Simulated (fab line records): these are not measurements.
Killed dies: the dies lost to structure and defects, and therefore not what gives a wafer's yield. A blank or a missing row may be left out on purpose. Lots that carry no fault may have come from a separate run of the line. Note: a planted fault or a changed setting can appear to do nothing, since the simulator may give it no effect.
A struck lot beside a sound one    flow n5-finfet    14 steps out of a route of 1938
Sound: these wafers, L853.2, L853.4, L853.6. Wafers L865.2, L865.3, L865.6 were the ones struck. Last of all comes the cause.
Each step with rows lists, per side, the tool, then ch with its chambers, then its first start. Under that, the readings that differ: sound wafers    struck wafers    difference of the means    sigmas: that difference in standard deviations of wafers without a fault.
alike: readings with means less than 2 such deviations apart, plus words and numbers identical on both sides. not compared: withheld readings, readings lacking a value on some wafer, bounds such as >300 that could conceal the same value, and numbers that have no deviation in the record and whose values overlap.
Wherever a step has rows on one side only, a row that says differs or no value, or a row with sigmas, the two part there. When numbers do not overlap yet have no deviation, they are printed without sigmas and do not part them. A reading that every wafer of one side lacks parts them only if that side has two wafers or more.

first, 2 steps without rows for these wafers: N5_PASSIVATION_STRIP_73 (strips in post etch residue remover, time 60 s); N5_PASSIVATION_SRD_17 (time 30 s, dry time 30 s).
N5_PASSIVATION_DEGAS_18: time 60 s.
  sound: pvd-sputter-01 at day 13 02:06; struck: pvd-sputter-01 at day 16 22:40
  alike: heater-power-w
N5_PASSIVATION_PRE_CLEAN_19:
  sound: pvd-sputter-01 at day 13 02:08; struck: pvd-sputter-01 at day 16 22:42
  alike: heater-power-w
N5_PASSIVATION_SPUTTER_20: material TaN, target thk 50 nm.
  sound: pvd-sputter-01 at day 13 02:11; struck: pvd-sputter-01 at day 16 22:44
  alike: throttle-valve-pct
N5_PASSIVATION_AL_DEP_21: deposits Al, target thk 2800 nm, time 170 s.
  sound: pvd-sputter-01 at day 13 02:17; struck: pvd-sputter-01 at day 16 22:50
  alike: throttle-valve-pct
then, 6 steps without rows for these wafers: N5_PASSIVATION_HMDS_23 (time 60 s); N5_PASSIVATION_COAT_24; N5_PASSIVATION_EBR_26; N5_PASSIVATION_SOFTBAKE_25 (time 90 s); N5_PASSIVATION_EXPOSE_27 (exposes mask PAD, defocus 0 nm); N5_PASSIVATION_PEB_28.
N5_PASSIVATION_DEVELOP_29: develop time 60 s.
  sound on litho-track-02 ch 0, day 13 02:38; struck on litho-track-01, day 16 23:11
  no value came back on the struck wafers for chill-plate-temp-C (C), develop-time-s (s), resist-line-temp-C (C); on the sound wafers chill-plate-temp-C (C) reads 22.98 22.86 22.93
then, 1 step without rows for these wafers: N5_PASSIVATION_HARDBAKE_31 (time 120 s).

## WHERE THEY PART
Only at N5_PASSIVATION_DEVELOP_29, as far as this record shows.

WHY: whatever the simulator had introduced
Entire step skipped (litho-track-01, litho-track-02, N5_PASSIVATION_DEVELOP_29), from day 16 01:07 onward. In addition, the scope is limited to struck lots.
